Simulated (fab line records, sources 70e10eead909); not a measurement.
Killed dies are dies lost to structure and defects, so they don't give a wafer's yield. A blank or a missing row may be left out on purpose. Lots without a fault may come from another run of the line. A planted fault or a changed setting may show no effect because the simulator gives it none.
fab line records | flow nand_harc
record lots=6 wafers=18 last_day=33
route steps=1302 shown A_M1@1181 END@1302
lots that met no fault: from a run of the same line without faults
start_h: hours from the record's first day to the start of the lot's first wafer shown | wait_h: hours since the lot's step before | " the same as in the row above | L1.1+2: a row that stands for several wafers | - no value, or no start given | * or withheld: withheld | < > ~ a bound
route shown NAME@n: a module of which the file shows steps, and the number in the route of the first | usual: mean/standard deviation of fault-free wafers | same: alike in all rows | chamber/n: place in a boat | sites: the reading at each site | _std_site: their standard deviation | _edge_site: outer sites' mean less inner sites' | radius_mm: how far each site lies from the wafer's centre | mask NAME#n: copy n | behind: the tool/chamber that last shaped the wafer | hold: why the lot was held/for how many hours/how that ended | device: the transistor (n, p or np) that didn't switch | end of line: the same wafers' tests at the end of the route | a step without rows: its recipe alone | killed: dies lost to structure and defects at the first sort, not the wafer's yield | map: a wafer's dies, x killed, . not, _ none there
set.NAME: the setting as run; set.NAME@STEP: as run at that earlier step | model.NAME: the simulator's own value behind a step, which no gauge read
lots at some steps of the route; a table a step, a row a wafer
services: from which hour (start_h, from the record's first day; less than 0 if before it) a tool's chamber was out of use, for how many hours, and why
## steps
# step NHARC_A_M1_INSPECT_11
# usual raw_defect_count=80/38
# columns lot.wafer tool chamber start_h wait_h raw_defect_count
L746.2 defect_inspect-01 - 540.07 0.0 56
L746.3 " - " " 61
L746.5 " - " " 71
L748.4 defect_inspect-02 - 557.77 0.0 28
L748.5 " - " " 29
L748.6 " - " " 28
L752.1 defect_inspect-02 - 592.94 0.0 106
L752.2 " - " " 120
L752.5 " - " " 134
L763.1 defect_inspect-01 - 677.91 0.0 130
L763.2 " - " " 112
L763.4 " - " " 110
L765.2 defect_inspect-02 - 713.16 0.0 81
L765.3 " - " " 74
L765.5 " - " " 84
L769.2 defect_inspect-01 - 742.04 0.0 96
L769.4 " - " " 97
L769.5 " - " " 103
# step NHARC_A_M1_DESCUM_14
# recipe time_s=3 o2_flow_sccm=200 ar_flow_sccm=0 bias_power_w=0 chemistry=O2
# usual drypump_motor_current_A=5.9/0.42 mfc_ar_sccm=0.008/0.0096 o2_flow_sccm=200.1/0.64 oes_product_au=0.999/0.01 rf_vpp_V=57.8/0.89 showerhead_plenum_p_Torr=1.93/0.097 throttle_valve_pct=11.311/0.0087
# columns lot.wafer tool chamber start_h wait_h drypump_motor_current_A mfc_ar_sccm o2_flow_sccm oes_product_au rf_hours_counter_h rf_vpp_V showerhead_plenum_p_Torr throttle_valve_pct
L746.2 rie_diel-11 2 540.15 0.1 5.9 0.003 199.6 1.004 2.5 58.1 1.78 11.319
L746.3 " 3 " " 6.3 0.024 199.7 1.004 2.3 57.5 2.05 11.313
L746.5 " 0 " " 5.4 0.012 200.1 0.999 - 57.1 2.05 11.306
L748.4 rie_diel-08 3 557.83 0.1 5.9 0.009 200.0 1.008 0.7 57.8 2.01 11.304
L748.6 " 3 " " 5.9 0.009 200.2 1.021 - 57.5 2.01 11.313
L748.5 " 0 " " 5.5 0 199.2 1.007 - 57.8 1.91 11.313
L752.2 rie_diel-05 0 593.02 0.1 6.5 0 199.4 0.980 0 57.9 1.83 11.321
L752.1 " 1 " " 5.2 0.027 199.6 0.986 0 57.5 2.00 11.323
L752.5 " 3 " " 6.4 0 200.1 1.015 - 57.1 1.85 11.293
L763.4 rie_diel-08 2 677.97 0.1 5.9 0 199.7 0.996 7.1 57.2 1.91 11.314
L763.2 " 0 " " 5.5 0 200.5 1.012 7.3 58.2 1.91 11.315
L763.1 " 1 " " 5.3 0 200.0 0.990 7.3 56.1 1.82 11.307
L765.2 rie_diel-11 0 713.22 0.1 5.4 0.012 202.0 1.005 2.9 58.1 2.05 11.314
L765.3 " 1 " " 6.0 0.002 200.2 0.994 3.0 58.6 1.90 11.320
L765.5 " 0 " " 5.4 0.012 201.4 1.003 - 57.8 2.05 11.303
L769.2 rie_diel-11 3 742.10 0.1 6.3 0.024 200.2 1.009 3.5 58.3 2.05 11.315
L769.4 " 2 " " 5.9 0.003 199.3 1.006 3.7 57.8 1.78 11.310
L769.5 " 0 " " 5.4 0.012 200.5 0.995 - 57.7 2.05 11.309
# step NHARC_A_M1_ETCH_35
# recipe target_depth_a=400 overetch_a=120 time_s=43.94 ion_energy_ev=200 n2_flow_sccm=150 h2_flow_sccm=150 ar_flow_sccm=0 rf_w=400 bias_w=150 chemistry=N2/H2
# step NHARC_A_M1_ETCH_15
# recipe target_depth_a=1825 time_s=91.2 c4f8_flow_sccm=withheld ar_flow_sccm=400 rf_w=600 bias_w=300 chemistry=C4F8/Ar
# usual oes_product_au=0.948/0.021 rf_vpp_V=441/3.1
# columns lot.wafer tool chamber start_h wait_h oes_product_au rf_hours_counter_h rf_vpp_V
L746.3 rie_diel-11 2 - - 0.932 2.5 437
L746.2 " 3 " " 0.915 2.3 446
L746.5 " 3 " " 0.923 - 446
L748.4 rie_diel-08 3 - - 0.968 0.7 443
L748.5 " 2 " " 0.972 - 440
L748.6 " 3 " " 0.967 - 443
L752.2 rie_diel-05 3 - - 0.960 0.0 440
L752.1 " 0 " " 0.971 0.0 439
L752.5 " 0 " " 0.958 - 438
L763.4 rie_diel-08 1 - - 0.916 7.4 438
L763.2 " 2 " " 0.934 7.2 439
L763.1 " 3 " " 0.927 8.5 445
L765.3 rie_diel-11 0 - - 0.934 2.9 445
L765.2 " 1 " " 0.920 3.1 439
L765.5 " 0 " " 0.938 - 444
L769.4 rie_diel-11 3 - - 0.936 3.6 445
L769.2 " 0 " " 0.919 3.7 446
L769.5 " 2 " " 0.931 - 437
# step NHARC_A_M1_CD_MEAS_16
# usual cd_nm=120.2/0.97
# columns lot.wafer tool chamber start_h wait_h cd_nm
L746.2 cd_sem-03 - 540.44 - 119.8
L746.3 " - " " 120.4
L746.5 " - " " 118.0
L748.4 cd_sem-01 - 558.14 - 121.1
L748.5 " - " " 121.4
L748.6 " - " " 120.5
L752.1 cd_sem-03 - 593.30 - 120.3
L752.2 " - " " 118.8
L752.5 " - " " 119.6
L763.1 cd_sem-01 - 678.28 - 120.9
L763.2 " - " " 119.7
L763.4 " - " " 119.8
L765.2 cd_sem-03 - 713.53 - 120.9
L765.3 " - " " 118.5
L765.5 " - " " 120.6
L769.2 cd_sem-03 - 742.42 - 120.0
L769.4 " - " " 120.0
L769.5 " - " " 120.0
# step NHARC_A_M1_STRIP_18
# recipe power_w=1000 n2_flow_sccm=150 h2_flow_sccm=150 ar_flow_sccm=0 bias_w=0 chemistry=N2/H2
# step NHARC_A_M1_ETCH_28
# recipe target_depth_a=300 over_etch_frac=0.3 time_s=72.99 ion_energy_ev=150 cf4_flow_sccm=50 n2_flow_sccm=100 ar_flow_sccm=150 rf_w=300 bias_w=100 chemistry=CF4/N2
# usual drypump_motor_current_A=5.8/0.39 mfc_ar_sccm=150.0/0.46 oes_product_au=0.997/0.011 rf_vpp_V=314.6/2.1 showerhead_plenum_p_Torr=2.65/0.12 throttle_valve_pct=19.794/0.0096
# columns lot.wafer tool chamber start_h wait_h drypump_motor_current_A mfc_ar_sccm oes_product_au rf_hours_counter_h rf_vpp_V showerhead_plenum_p_Torr throttle_valve_pct
L746.2 rie_diel-05 3 - - 6.4 150.0 0.992 8.2 312.0 2.54 19.810
L746.3 " 2 " " 5.7 150.0 0.998 8.1 314.8 2.70 19.791
L746.5 " 3 " " 6.4 150.1 0.997 - 310.5 2.54 19.797
L748.4 rie_diel-11 0 - - 5.4 149.6 1.004 3.2 316.2 2.81 19.778
L748.5 " 3 " " 6.3 150.2 0.995 - 317.4 2.80 19.800
L748.6 " 0 " " 5.4 149.7 0.990 - 316.0 2.81 19.790
L752.1 rie_diel-11 2 - - 5.9 148.9 1.000 4.5 309.5 2.46 19.779
L752.2 " 1 " " 6.0 149.6 1.016 3.6 315.7 2.61 19.798
L752.5 " 3 " " 6.3 149.5 1.008 - 316.3 2.80 19.784
L763.4 rie_diel-05 0 - - 6.6 150.1 0.991 5.8 313.1 2.51 19.792
L763.1 " 2 " " 5.7 149.8 1.001 5.0 315.5 2.70 19.789
L763.2 " 3 " " 6.4 149.9 0.997 6.1 312.6 2.54 19.809
L765.2 rie_diel-08 1 - - 5.3 150.0 0.982 8.7 312.0 2.51 19.786
L765.3 " 0 " " 5.5 150.6 0.994 8.6 314.9 2.61 19.794
L765.5 " 1 " " 5.3 149.5 0.978 - 312.1 2.51 19.789
L769.2 rie_diel-05 3 - - 6.4 149.8 1.009 10.9 312.8 2.54 19.800
L769.4 " 2 " " 5.7 149.9 1.012 9.4 315.3 2.70 19.784
L769.5 " 0 " " 6.6 149.9 0.986 - 311.5 2.51 19.801
# step NHARC_A_M1_STRIP_19
# recipe time_s=600 temp_c=30 chemistry=post_etch_residue_remover
# step NHARC_A_M1_DEGAS_29
# recipe temp_c=250 time_s=60
# step NHARC_A_M1_PRE_CLEAN_30
# recipe time_s=30 temp_c=280 gas=H2/He
# usual heater_power_w=390/38
# columns lot.wafer tool chamber start_h wait_h heater_power_w
L746.2 pvd_sputter-02 - - - 437
L746.3 " - " " 391
L746.5 " - " " 384
L748.4 pvd_sputter-01 - - - 442
L748.5 " - " " 460
L748.6 " - " " 343
L752.2 pvd_sputter-03 - - - 361
L752.1 " - " " 372
L752.5 " - " " 468
L763.2 pvd_sputter-03 - - - 351
L763.4 " - " " 340
L763.1 " - " " 466
L765.2 pvd_sputter-02 - - - 439
L765.3 " - " " 394
L765.5 " - " " 441
L769.4 pvd_sputter-02 - - - 377
L769.2 " - " " 435
L769.5 " - " " 384
# step NHARC_A_M1_PVD_20
# recipe target_thk_a=50 bias_v=168.6 power_w=15000 chamber_pressure_pa=0.12 time_s=8.06 substrate_temp_c=50 material=TaN
# step NHARC_A_M1_PVD_21
# recipe target_thk_a=300 chamber_pressure_pa=5 power_w=5000 substrate_temp_c=30 time_s=20.49 material=Cu
# usual substrate_temp_c=29.99/0.11 throttle_valve_pct=29.4/0.93
# columns lot.wafer tool chamber start_h wait_h substrate_temp_c throttle_valve_pct
L746.2 pvd_sputter-02 - - - 30.09 28.8
L746.3 " - " " 30.07 30.9
L746.5 " - " " 30.08 31.1
L748.4 pvd_sputter-01 - - - 29.86 28.9
L748.6 " - " " 30.17 28.0
L748.5 " - " " 29.91 29.4
L752.2 pvd_sputter-03 - - - 29.92 29.6
L752.1 " - " " 29.82 29.8
L752.5 " - " " 29.90 29.8
L763.2 pvd_sputter-03 - - - 30.10 29.9
L763.4 " - " " 29.98 29.8
L763.1 " - " " 30.00 29.0
L765.3 pvd_sputter-02 - - - 30.07 29.3
L765.2 " - " " 29.94 29.1
L765.5 " - " " 29.83 29.1
L769.2 pvd_sputter-02 - - - 30.00 32.4
L769.4 " - " " 30.03 31.0
L769.5 " - " " 30.02 32.3
# step NHARC_A_M1_ECD_22
# recipe target_thk_a=4000 bath_temp_c=25 material=Cu
# columns lot.wafer tool chamber start_h wait_h
L746.2+3+5 ecd_cu-02 1,0,0 541.56 -
L748.4+5+6 ecd_cu-01 0,1,0 559.35 -
L752.2+1+5 ecd_cu-01 1,0,0 594.39 -
L763.2+1+4 ecd_cu-02 0,1,0 679.35 -
L765.2+3+5 ecd_cu-02 0 714.63 -
L769.2+4+5 ecd_cu-01 0,1,1 743.53 -
# step NHARC_A_M1_ANNEAL_31
# recipe temp_c=225 time_s=90
# step NHARC_A_M1_CMP_23
# recipe t_overpolish_s=20 target_thk_nm=154.34
# usual motor_current_A=11.9/0.56 time_to_endpoint_s=29/3
# columns lot.wafer tool chamber start_h wait_h motor_current_A time_to_endpoint_s
L746.2 cmp-01 3 542.32 - 11.9 29
L746.3 " 0 " " 11.9 24
L746.5 " 3 " " 11.9 30
L748.4 cmp-02 1 559.92 - 12.3 26
L748.5 " 1 " " 12.1 27
L748.6 " 2 " " 10.8 33
L752.1 cmp-02 0 595.17 - 11.6 32
L752.2 " 1 " " 12.5 29
L752.5 " 2 " " 10.8 33
L763.4 cmp-04 0 680.07 - 12.2 13
L763.1 " 2 " " 11.6 28
L763.2 " 3 " " 12.4 32
L765.2 cmp-02 1 715.42 - 12.2 30
L765.3 " 2 " " 11.0 30
L765.5 " 3 " " 12.0 16
L769.4 cmp-02 2 744.28 - 10.7 30
L769.2 " 1 " " 12.2 22
L769.5 " 2 " " 11.2 32
# step NHARC_A_M1_THK_MEAS_24
# recipe thk_meas_gauge=xrf
# usual thk_nm=154.6/1.6
# columns lot.wafer tool chamber start_h wait_h thk_nm
L746.2 film_metro-02 - 542.64 - 154.9
L746.3 " - " " 152.8
L746.5 " - " " 155.0
L748.4 film_metro-01 - 560.23 - 153.7
L748.5 " - " " 154.8
L748.6 " - " " 157.2
L752.1 film_metro-01 - 595.43 - 158.1
L752.2 " - " " 153.6
L752.5 " - " " 156.4
L763.1 film_metro-01 - 680.39 - 153.3
L763.2 " - " " 154.7
L763.4 " - " " 154.7
L765.2 film_metro-01 - 715.68 - 153.4
L765.3 " - " " 157.0
L765.5 " - " " 156.6
L769.2 film_metro-02 - 744.60 - 152.2
L769.4 " - " " 154.8
L769.5 " - " " 153.7
# step NHARC_END_SORT_01
# recipe temp_c=25
# usual defect_limited_yield=92.3/2.7 killed_at_array=47/18 killed_at_other=0.9/1.1 killed_at_periphery=4/3.1 killed_dies=52/18 killed_open=3.1/1.5 killed_short=2.4/1.5 sort_bin_2_pct=2.7/1.2 sort_bin_3_pct=0.6/0.38 sort_bin_4_pct=4.5/1.5 sort_n_pass=625/18 sort_rim_yield_pct=89/4.5 sort_yield_pct=92.3/2.7
# same gross_dies=677 sort_bin_5_pct[%]=0 sort_bin_6_pct[%]=0 sort_bin_7_pct[%]=0 sort_bin_8_pct[%]=0 sort_rim_n_gross=106.00
# columns lot.wafer tool chamber start_h wait_h defect_limited_yield[%] killed_at_array killed_at_other killed_at_periphery killed_dies killed_open killed_short sort_bin_2_pct[%] sort_bin_3_pct[%] sort_bin_4_pct[%] sort_n_pass sort_rim_yield_pct[%] sort_yield_pct[%]
L763.2 prober-02 0 720.21 2.8 88.9 75 0 0 75 1 5 4.0 1.0 6.1 602 91 88.9
# killed by level:class
L763.2 A_CHANNEL_HOLE_D1:chamber_film_flake=36 A_SLIT:chamber_film_flake=22 A_CONTACT:chamber_film_flake=6 A_STAIRCASE:chamber_film_flake=2 A_WL_FILL:chamber_film_flake=2 A_ONON_D1:geometric_particle:short=1 A_CHANNEL_FILL_D1:geometric_particle:short=1 A_DECK1_JOINT:geometric_particle:short=1
## services
# columns tool chamber start_h hours kind
cmp-02 - 517.30 2.3 repair
ecd_cu-01 - 518.89 2.1 repair
pvd_sputter-03 - 526.08 10.0 pm
cmp-02 - 528.05 4.0 pm
rie_diel-08 - 544.80 9.0 pm
ecd_cu-02 - 557.85 0.4 repair
rie_diel-08 2 559.72 1.6 repair
rie_diel-05 2 569.75 7.2 repair
rie_diel-05 - 583.60 9.0 pm
pvd_sputter-02 - 603.37 4.7 repair
rie_diel-11 - 609.50 9.0 pm
rie_diel-08 2 617.62 14.2 repair
rie_diel-11 3 621.92 5.1 repair
cmp-02 - 626.05 4.0 pm
cmp-02 - 631.80 1.5 repair
rie_diel-11 1 634.95 1.9 repair
pvd_sputter-02 - 638.00 10.0 pm
pvd_sputter-02 - 648.99 3.2 repair
rie_diel-08 0 656.34 8.3 repair
rie_diel-05 2 671.64 5.2 repair
pvd_sputter-03 - 704.08 10.0 pm
cmp-02 - 721.51 1.6 repair
rie_diel-08 - 721.80 9.0 pm
cmp-02 - 724.05 4.0 pm
## key
first_sign step=NHARC_A_M1_CMP_23 reading=time_to_endpoint_s direction=down sigmas=4.8 usual=* struck=*
effect none on later readings
met_at NHARC_A_M1_ECD_22
struck_wafers L763.4,L765.5
onset_between 541.56 679.35
fault kind=process_parameter_drift tool=ecd_cu-02 chamber=- onset_h=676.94 steps=NHARC_A_M1_ECD_22 channel=target_thk_a offset=* shape=step end_h=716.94 scope=struck_wafers_only acts_in=* stated=*
